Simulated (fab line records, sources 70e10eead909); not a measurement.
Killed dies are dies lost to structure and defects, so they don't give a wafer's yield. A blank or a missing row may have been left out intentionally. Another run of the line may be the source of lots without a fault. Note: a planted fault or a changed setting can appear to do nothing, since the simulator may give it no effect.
fab line records    flow nandHarc
record: lots: 5  wafers: 13  lastDay: 25
route steps=1159 shown A_WL_FILL@818 A_CONTACT@840 END@1159
lots untouched by any fault: they come from a run of this same line in which no faults occurred
startH: hours from the record's opening day to when the first of the lot's shown wafers began    waitH: hours from the lot's prior step to this one    " repeats the value in the row above    L1.1+2: a single row standing in for several wafers    - no value, or no start given    * or withheld: withheld    < > ~ a bound
route shown NAME@n: names a module that has steps shown in the file, with the first one's number in the route    usual: mean and standard deviation over wafers with no fault    same: alike in all rows    chamber/n: place in a boat    sites: per-site readings    _std_site: their standard deviation    _edge_site: mean of outer sites minus mean of inner sites    radiusMm: how far each site lies from the wafer's centre    mask NAME#n: copy n    behind: the most recent tool/chamber to have shaped the wafer    hold: cause of the lot's hold/its duration in hours/its outcome    device: names the non-switching transistor (n, p or np)    end of line: the same wafers' tests at the end of the route    a step given without rows: its recipe and nothing more    killed: count of dies lost to structure and defects at first sort (not the wafer's yield)    map: a wafer's dies, x killed, . not, _ none there
set.NAME: the run value of the setting; set.NAME@STEP: its run value at that earlier step    model.NAME: the simulator's own value behind a step, which no gauge read
lots seen at some steps along the route; tables by step, rows by wafer
services: a tool's chamber out of use, with start hour (startH, from the record's first day; less than 0 if before it), hours out, and reason
== steps ==
step: NHARC_A_WL_FILL_PRECLEAN_06
recipe: timeS: 300  chemistry: DIW
step: NHARC_A_WL_FILL_SRD_07
step: NHARC_A_WL_FILL_ANNEAL_08
recipe: tempC: 450  timeS: 1800
step: NHARC_A_WL_FILL_ALD_10
recipe: targetThkA: 500  pulseTimeS: 10  aldCycles: 500  tempC: 300  material: SiO2
usual: heaterPowerW: 464/62  precursorPulseHeightRel: 1.001/0.02
lot.wafer  tool      chamber  startH  waitH  heaterPowerW  precursorPulseHeightRel
L148.2     aldHk-02  0        345.41  0.6    510           0.991
L148.1     "         2        346.45  1.6    452           0.970
L148.6     "         0        347.48  2.6    517           0.956
L156.3     aldHk-04  0        398.91  0.1    458           1.002
L156.4     "         1        "       "      445           1.003
L156.5     "         1        401.43  2.6    439           1.045
L165.1     aldHk-01  1        440.65  1.6    554           1.002
L171.3     aldHk-01  3        480.49  0.6    468           0.964
L171.4     "         1        481.52  1.7    557           0.960
L171.5     "         0        483.06  3.2    332           1.005
L170.1     aldHk-04  1        495.15  0.1    434           1.007
L170.3     "         0        498.22  3.1    466           0.994
L170.6     "         2        500.26  5.2    464           0.978
step: NHARC_A_WL_FILL_ETCHBACK_16
recipe: targetDepthA: 880  timeS: 17.6  c4f8FlowSccm: withheld  o2FlowSccm: 8  arFlowSccm: withheld  rfW: 600  biasW: 800  chemistry: C4F8/O2/Ar
step: NHARC_A_WL_FILL_STRIP_29
recipe: timeS: 20  o2FlowSccm: 500  arFlowSccm: 0  biasW: 0  chemistry: O2
step: NHARC_A_WL_FILL_ETCHBACK_17
recipe: targetDepthA: 40  timeS: 26.7  chemistry: Cl2/BCl3
step: NHARC_A_WL_FILL_PRECLEAN_18
recipe: timeS: 30  chemistry: dHF
step: NHARC_A_WL_FILL_SRD_21
step: NHARC_A_WL_FILL_CVD_23
recipe: targetThkA: 400  tempC: 620  pressureMtorr: 200  timeS: 800  material: poly-Si
step: NHARC_A_WL_FILL_ETCHBACK_26
recipe: targetDepthA: 520  timeS: 13.3  hbrFlowSccm: 150  rfW: 350  icpW: 350  biasW: 60  chemistry: HBr
step: NHARC_A_WL_FILL_PRECLEAN_30
recipe: timeS: 10  chemistry: dHF
lot.wafer   tool         chamber  startH  waitH
L148.1+2+6  wetBench-03  5,7,0    355.28  0.1
L156.5+4+3  wetBench-06  7,0,3    409.25  0.1
L165.1      wetBench-06  5        449.31  0.1
L171.3+4+5  wetBench-04  2,3,7    490.87  0.1
L170.3+1+6  wetBench-03  7,0,2    508.58  0.1
step: NHARC_A_WL_FILL_SRD_14
step: NHARC_A_WL_FILL_ALD_19
recipe: targetThkA: 20  pulseTimeS: 3  aldCycles: 100  tempC: 450  material: TiN
usual: heaterPowerW: 1065/120  precursorPulseHeightRel: 1.001/0.019
lot.wafer  tool         chamber  startH  waitH  heaterPowerW  precursorPulseHeightRel
L148.1     aldMetal-01  2        355.44  0.1    816           1.010
L148.2     "            3        "       "      952           0.990
L148.6     "            1        "       "      1021          1.006
L156.4     aldMetal-03  2        409.37  0.1    1063          0.976
L156.3     "            0        "       "      970           0.971
L156.5     "            3        "       "      1035          0.997
L165.1     aldMetal-03  3        449.46  0.1    1034          0.973
L171.3     aldMetal-03  2        491.00  0.1    1056          1.017
L171.4     "            3        "       "      1005          0.993
L171.5     "            3        "       "      1009          1.026
L170.1     aldMetal-02  3        508.70  0.1    1265          1.007
L170.3     "            0        "       "      1031          1.030
L170.6     "            0        "       "      1029          1.011
step: NHARC_A_WL_FILL_CVD_20
recipe: targetThkA: 750  tempC: 300  pressureTorr: 40  wf6FlowSccm: 40  h2FlowSccm: 1600  arFlowSccm: 1560  timeS: 5064  material: W
step: NHARC_A_WL_FILL_CMP_12
recipe: tOverpolishS: 30  targetThkNm: 75
usual: motorCurrentA: 11.9/1.2  overpolishRunS: 29.999/0.0089  timeToEndpointS: 14.5/2.2
lot.wafer  tool    chamber  startH  waitH  motorCurrentA  overpolishRunS  timeToEndpointS
L148.1     cmp-01  2        362.55  4.3    11.7           30.002          14.4
L148.2     "       1        "       "      9.9            29.991          16.9
L148.6     "       2        "       "      12.2           29.996          14.5
L156.4     cmp-01  0        414.94  2.9    12.1           30.001          12.1
L156.3     "       2        "       "      12.6           29.981          11.8
L156.5     "       1        "       "      9.7            29.986          13.7
L165.1     cmp-01  3        454.59  3.6    12.3           29.995          11.0
L171.3     cmp-02  1        498.03  2.2    12.9           29.997          13.5
L171.4     "       0        "       "      13.6           30.011          14.8
L171.5     "       2        "       "      12.6           30.002          16.5
L170.3     cmp-04  3        514.71  2.9    10.7           29.996          17.3
L170.1     "       0        "       "      13.8           30.001          10.9
L170.6     "       3        "       "      10.6           29.995          17.0
step: NHARC_A_WL_FILL_SRD_31
step: NHARC_A_CONTACT_DEP_24
recipe: targetThkA: 5000  tempC: 400  pressureTorr: 6.5  rfW: 900  teosFlowSccm: 161.4  flowSccm: 2650  targetThkNm: 500  gas: O2  material: SiO2
usual: chamberPressureTorr: 6.500/0.015  heaterPowerW: 562/86  rfFwdPowerW: 898.4/2.5  throttleValvePct: 16.2/0.49
lot.wafer  tool      chamber  startH  waitH  chamberPressureTorr  heaterPowerW  rfFwdPowerW  throttleValvePct
L148.2     pecvd-03  0        363.16  0.1    6.485                462           900.7        15.8
L148.1     "         1        "       "      6.495                687           900.8        15.8
L148.6     "         0        "       "      6.484                492           896.4        15.9
L156.3     pecvd-04  2        415.50  0.1    6.505                432           900.4        15.5
L156.4     "         2        "       "      6.502                463           897.0        15.5
L156.5     "         1        "       "      6.517                461           897.9        17.1
L165.1     pecvd-04  0        455.25  0.2    6.471                557           899.3        16.6
L171.3     pecvd-03  2        498.69  0.2    6.523                570           896.4        16.1
L171.5     "         0        "       "      6.509                501           898.6        16.0
L171.4     "         1        "       "      6.509                542           900.3        16.1
L170.1     pecvd-04  2        515.23  0.1    6.483                549           894.8        15.5
L170.3     "         1        "       "      6.525                489           897.4        17.0
L170.6     "         0        "       "      6.509                497           898.7        16.6
step: NHARC_A_CONTACT_DEP_28
recipe: targetThkA: 36000  tempC: 400  material: aC
step: NHARC_A_CONTACT_DEP_29
recipe: targetThkA: 700  targetThkNm: 70  tempC: 400  pressureTorr: 3.5  flowSccm: 200  rfW: 350  material: SiON
step: NHARC_A_CONTACT_DEHYDRATE_32
recipe: tempC: 150  timeS: 120
step: NHARC_A_CONTACT_HMDS_33
recipe: timeS: 30
step: NHARC_A_CONTACT_COAT_34
recipe: tempC: 260  timeS: 75
step: NHARC_A_CONTACT_COAT_35
recipe: tempC: 225  timeS: 65
step: NHARC_A_CONTACT_COAT_36
recipe: spinRpm: 1500  resistThkNm: 90
step: NHARC_A_CONTACT_SOFTBAKE_37
recipe: tempC: 105  timeS: 55
step: NHARC_A_CONTACT_EBR_38
step: NHARC_A_CONTACT_EXPOSE_39
recipe: na: 1.35  sigmaOuter: 0.8  doseMj: 58.79  maskId: A_CC_3
step: NHARC_A_CONTACT_PEB_40
recipe: pebTempC: 100  pebTimeS: 65
step: NHARC_A_CONTACT_DEVELOP_41
recipe: developTimeS: 35  devTempC: 23
step: NHARC_A_CONTACT_CD_MEAS_42
recipe: targetCdNm: 200  landingEnergyEv: 500
usual: cdNm: 200.5/0.63
lot.wafer  tool      chamber  startH  waitH  cdNm
L148.1     cdSem-01  0        367.06  -      200.6
L148.2     "         0        "       "      200.1
L148.6     "         0        "       "      200.4
L156.3     cdSem-03  0        420.18  -      200.5
L156.4     "         0        "       "      200.5
L156.5     "         0        "       "      200.8
L165.1     cdSem-01  0        458.66  -      200.8
L171.3     cdSem-02  0        502.48  -      200.3
L171.4     "         0        "       "      200.1
L171.5     "         0        "       "      201.4
L170.1     cdSem-02  0        521.45  -      199.6
L170.3     "         0        "       "      199.7
L170.6     "         0        "       "      199.8
step: NHARC_A_CONTACT_OVL_MEAS_43
usual: overlayXNm: 0.1/0.97  overlayYNm: 0.0/0.89
lot.wafer  tool        chamber  startH  waitH  overlayXNm  overlayYNm
L148.1     overlay-01  -        367.15  -      0.0         -1.6
L148.2     "           -        "       "      -1.0        -1.7
L148.6     "           -        "       "      -0.5        -1.7
L156.3     overlay-02  -        420.27  -      0.2         -1.2
L156.4     "           -        "       "      -0.6        -1.4
L156.5     "           -        "       "      0.1         -1.3
L165.1     overlay-02  -        458.74  -      2.1         1.6
L171.3     overlay-01  -        502.56  -      -0.6        -0.8
L171.4     "           -        "       "      -1.1        -1.4
L171.5     "           -        "       "      -1.2        -1.1
L170.1     overlay-01  -        521.54  -      -0.6        -0.1
L170.3     "           -        "       "      -0.8        0.2
L170.6     "           -        "       "      -1.0        0.9
step: NHARC_A_CONTACT_DESCUM_47
recipe: timeS: 3  o2FlowSccm: 200  arFlowSccm: 0  biasPowerW: 0  chemistry: O2
usual: drypumpMotorCurrentA: 5.9/0.46  oesProductAu: 1.001/0.011  rfVppV: 57.7/0.86  showerheadPlenumPTorr: 1.89/0.092  throttleValvePct: 11.312/0.0089
same: biasPowerW: 0
lot.wafer  tool        chamber  startH  waitH  hold                     drypumpMotorCurrentA  oesProductAu  rfHoursCounterH  rfVppV  showerheadPlenumPTorr  throttleValvePct
L148.1     rieDiel-06  0        367.25  0.1    -                        5.6                   0.999         43               58.1    1.77                   11.320
L148.2     "           2        "       "      -                        5.7                   0.995         45               58.0    1.79                   11.331
L148.6     "           0        "       "      -                        5.6                   1.012         -                57.4    1.77                   11.316
L156.3     rieDiel-08  2        420.37  0.1    -                        4.9                   0.990         19               57.7    2.02                   11.320
L156.4     "           3        "       "      -                        6.2                   1.008         15               57.1    1.82                   11.309
L156.5     "           1        "       "      -                        6.1                   0.980         -                58.0    1.86                   11.309
L165.1     rieDiel-08  2        460.36  1.4    awaitDispo/1.3h/release  4.9                   1.003         27               57.5    2.02                   11.315
L171.3     rieDiel-08  3        502.66  0.1    -                        6.2                   0.997         2                57.9    1.82                   11.324
L171.4     "           0        "       "      -                        6.2                   1.008         2                57.6    1.84                   11.295
L171.5     "           0        "       "      -                        6.3                   1.001         -                57.5    1.84                   11.314
L170.3     rieDiel-08  2        521.65  0.1    -                        4.9                   1.013         5                58.9    2.02                   11.299
L170.1     "           0        "       "      -                        6.3                   1.011         6                58.1    1.84                   11.301
L170.6     "           1        "       "      -                        6.1                   1.007         -                57.3    1.86                   11.301
step: NHARC_A_CONTACT_ETCH_48
recipe: targetDepthA: 390  overEtchFrac: 0.3  timeS: 65  ionEnergyEv: 80  cf4FlowSccm: 150  arFlowSccm: 0  rfW: 300  biasW: 100  chemistry: CF4
usual: drypumpMotorCurrentA: 5.8/0.48  oesProductAu: 1.002/0.011  rfFwdPowerW: 296.9/1.1  rfVppV: 151.0/1.3  showerheadPlenumPTorr: 1.75/0.079  throttleValvePct: 13.284/0.0085
lot.wafer  tool        chamber  startH  waitH  drypumpMotorCurrentA  oesProductAu  rfFwdPowerW  rfHoursCounterH  rfVppV  showerheadPlenumPTorr  throttleValvePct
L148.1     rieDiel-06  3        367.51  0.2    5.7                   1.001         295.7        44               152.5   1.82                   13.265
L148.2     "           0        "       "      5.6                   1.008         296.9        43               150.1   1.65                   13.289
L148.6     "           3        "       "      5.7                   1.007         295.8        -                151.9   1.82                   13.304
L156.4     rieDiel-08  3        420.45  0.1    6.2                   1.000         298.0        15               149.0   1.69                   13.291
L156.3     "           2        "       "      4.9                   0.998         296.7        19               153.4   1.86                   13.279
L156.5     "           0        "       "      6.3                   1.001         295.9        -                149.9   1.71                   13.282
L165.1     rieDiel-08  1        460.44  0.1    6.1                   0.988         299.6        30               151.2   1.72                   13.278
L171.4     rieDiel-08  0        502.76  0.1    6.3                   1.012         294.9        2                150.0   1.70                   13.291
L171.3     "           1        "       "      6.1                   0.998         296.6        1                151.2   1.72                   13.290
L171.5     "           2        "       "      4.9                   1.001         295.1        -                152.9   1.86                   13.292
L170.3     rieDiel-08  0        521.74  0.1    6.3                   1.007         295.5        6                151.1   1.70                   13.279
L170.1     "           1        "       "      6.2                   0.995         298.7        4                150.9   1.72                   13.289
L170.6     "           3        "       "      6.2                   1.005         295.8        -                149.2   1.69                   13.282
step: NHARC_END_SORT_01
recipe: tempC: 25
usual: killedAtArray: 28/11  killedAtOther: 0.7/1.1  killedAtPeriphery: 2.9/2  killedDies: 32/11  killedOpen: 3.2/1.8  killedShort: 2.0/1.4
same: grossDies: 677
lot.wafer  tool       chamber  startH  waitH  killedAtArray  killedAtOther  killedAtPeriphery  killedDies  killedOpen  killedShort
L165.1     prober-01  0        539.39  2.5    62             2              1                  65          1           1
killed by level:class
L165.1 A_WL_FILL:unspecified=37 A_CHANNEL_HOLE_D1:chamberFilmFlake=17 A_SGD_CUT:chamberFilmFlake=2 A_WL_FILL:chamberFilmFlake=2 THIN_TSV:chamberFilmFlake=2 P_M2:geometricParticle:short=1 A_CONTACT:geometricParticle:open=1 A_CHANNEL_FILL_D1:chamberFilmFlake=1
map L165.1 (x killed, . not)
____________.____________
_________......._________
_______..........._______
______...x.........______
_____..............._____
____.................____
____.................____
___......x............___
___...................___
__.....................__
__.....................__
_......................._
_......................._
_..x...................._
_..x...................._
_.................x....._
.........................
..................x......
.......x.........x.......
.....x..........x..x.x...
..x................xx....
_...........x....x.xx..._
_.................x.x.xx_
_...x...........x...xx.._
_......................._
_.............x........._
__.....................__
__.....................__
___...................___
___........x..........___
____........x.x......____
____.......xxxxx.....____
_____.....xx.xx.x..._____
______....xxxxxx...______
_______.xxxxxxxxxx_______
_________xxxxxxx_________
____________x____________
map L156.3 (x killed, . not)
____________.____________
_________x......_________
_______..........._______
______...x.........______
_____.....x........._____
____.....x...........____
____.................____
___...............xx..___
___...............xx..___
__................x...x__
__.....................__
_.................x....._
_......................._
_......x................_
_......................._
_......................._
.........................
...................x.....
...................xx....
...................xx....
...................xxxxx.
_x...............x.xx..._
_................x.x...._
_...............x..x...._
_..................xx..._
_..................x...._
__..................x..__
__.....................__
___...............x...___
___...................___
____.................____
____.................____
_____..............._____
______.............______
_______..........._______
_________......._________
____________.____________
== services ==
tool         chamber  startH  hours  kind
aldMetal-03  -        322.00  10.0   pm
wetBench-03  -        322.40  8.0    pm
aldMetal-03  -        334.84  0.2    repair
rieDiel-08   3        337.79  26.4   repair
rieDiel-08   0        346.69  9.6    repair
aldMetal-03  -        355.94  0.6    repair
cmp-01       -        375.50  4.0    pm
pecvd-04     -        376.32  13.0   pm
rieDiel-08   2        384.74  5.2    repair
rieDiel-06   -        419.80  9.0    pm
cmp-01       -        422.37  7.6    repair
cmp-01       -        455.11  1.2    repair
aldHk-04     -        459.23  1.3    repair
aldMetal-03  2        465.95  2.1    repair
rieDiel-06   1        467.15  1.4    repair
pecvd-03     -        473.31  13.0   pm
cmp-01       -        473.50  4.0    pm
rieDiel-08   -        478.86  9.0    pm
wetBench-03  -        498.40  8.0    pm
rieDiel-06   1        498.91  4.0    repair
aldMetal-03  -        500.00  10.0   pm
rieDiel-08   -        504.61  0.9    repair
rieDiel-08   1        510.47  3.5    repair
aldHk-04     -        518.24  0.8    repair
== key ==
firstSign: step: NHARC_END_SORT_01  reading: killedAtArray  direction: up  sigmas: 3.1  usual: 28  struck: 62
effect: step: NHARC_END_SORT_01  reading: killedDies  direction: up  sigmas: 2.9  usual: 32  struck: 65
moreKillsBornAt: NHARC_A_WL_FILL_PRECLEAN_30@wetBench-06: 37
metAt NHARC_A_WL_FILL_PRECLEAN_30
struckWafers L165.1
testerLeftOut L165
alsoFits NHARC_A_WL_FILL_CMP_12:cmp-01
fault: kind: chamberParticleSource  tool: wetBench-06  chamber: 5  onsetH: 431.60  steps: NHARC_A_WL_FILL_PRECLEAN_30  ratePerVisitCm2: 0.58072  endH: 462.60
testerLeftOut: of these lots the tester's yield and bins aren't shown, on N5 and GAA mostly nor the transistor test; their killed dies are dies lost to structure and defects alone, not to doping, threshold or leakage, so they don't give the yield
